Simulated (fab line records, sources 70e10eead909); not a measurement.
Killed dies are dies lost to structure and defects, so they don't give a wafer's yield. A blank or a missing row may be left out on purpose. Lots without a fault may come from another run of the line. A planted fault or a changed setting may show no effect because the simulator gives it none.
One fault seen from 2 desks | flow nand_harc | each desk has only its own numbers; what lay behind them comes last

THE TOOL OWNER'S DESK: krf_scanner-04
The tool's own readings at NHARC_P_ZERO_WELL_EXPOSE_08 (exposes mask P ZERO, target cd 500 nm): means of the sampled wafers that have a number, for each lot that ran on this tool. A lot is out of limits, marked OUT, if its mean lies more than 4 standard deviations from the usual mean; the brackets give that distance.
Columns: A = exposure_dose_mJ_cm2 at NHARC_P_ZERO_WELL_EXPOSE_08, usual 33.78
lot  | first seen here | A
L569 | day 1 12:58     | 33.81
L570 | day 1 19:22     | 33.80
L572 | day 2 07:05     | 33.82
L576 | day 3 07:05     | 33.80
L583 | day 5 01:05     | 51.47 (+99 or more) OUT
L584 | day 5 06:58     | 48.08 (+99 or more) OUT
This desk's finding: out of limits on L583, L584; first on L583, day 5 01:05 (exposure_dose_mJ_cm2 at NHARC_P_ZERO_WELL_EXPOSE_08). In limits: L569, L570, L572, L576.

THE METROLOGY DESK
What the gauges read, lot by lot, whatever tool the lot ran on: means of the sampled wafers that have a number. A lot is out of limits, marked OUT, if its mean lies more than 4 standard deviations from the usual mean; the brackets give that distance.
Columns: A = cd_nm at NHARC_P_ZERO_WELL_CD_MEAS_11, usual 499.9 nm; B = cd_nm at NHARC_P_STI_CD_MEAS_09, usual 199 nm
lot  | first seen here | A               | B
L569 | day 1 13:07     | 496.6           | 196
L570 | day 1 19:31     | 499.3           | 200
L572 | day 2 07:14     | 502.1           | 201
L574 | day 2 19:15     | 498.5           | 198
L575 | day 3 01:07     | 498.1           | 198
L576 | day 3 07:14     | 503.6           | 202
L577 | day 3 13:16     | 501.8           | 199
L578 | day 3 19:07     | 498.4           | 197
L583 | day 5 01:14     | 577.6 (+27) OUT | 198
L584 | day 5 07:07     | 567.2 (+23) OUT | 200
L586 | day 5 19:12     | 501.3           | 200
L587 | day 6 01:07     | 497.5           | 203
L588 | day 6 07:14     | 497.1           | 195
L592 | day 7 07:15     | 498.3           | 201
This desk's finding: out of limits on L583, L584; first on L583, day 5 01:14 (cd_nm at NHARC_P_ZERO_WELL_CD_MEAS_11). In limits: L569, L570, L572, L574, L575, L576, L577, L578, L586, L587, L588, L592.

PUT TOGETHER
The tool owner's desk could have raised an alarm at day 5 01:05, on L583, L584.
The metrology desk could have raised an alarm at day 5 01:14, on L583, L584.
Of the lots named, all ran NHARC_P_ZERO_WELL_EXPOSE_08 on krf_scanner-04.

WHAT THE SIMULATOR HAD PUT IN
Process parameter drift: krf_scanner-04, from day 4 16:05 on, at NHARC_P_ZERO_WELL_EXPOSE_08. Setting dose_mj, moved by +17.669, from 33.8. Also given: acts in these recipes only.
Lots struck among those shown: L583, L584.
Hours from the fault's start to each desk's first reading out of limits: the tool owner's desk, 9; the metrology desk, 9.
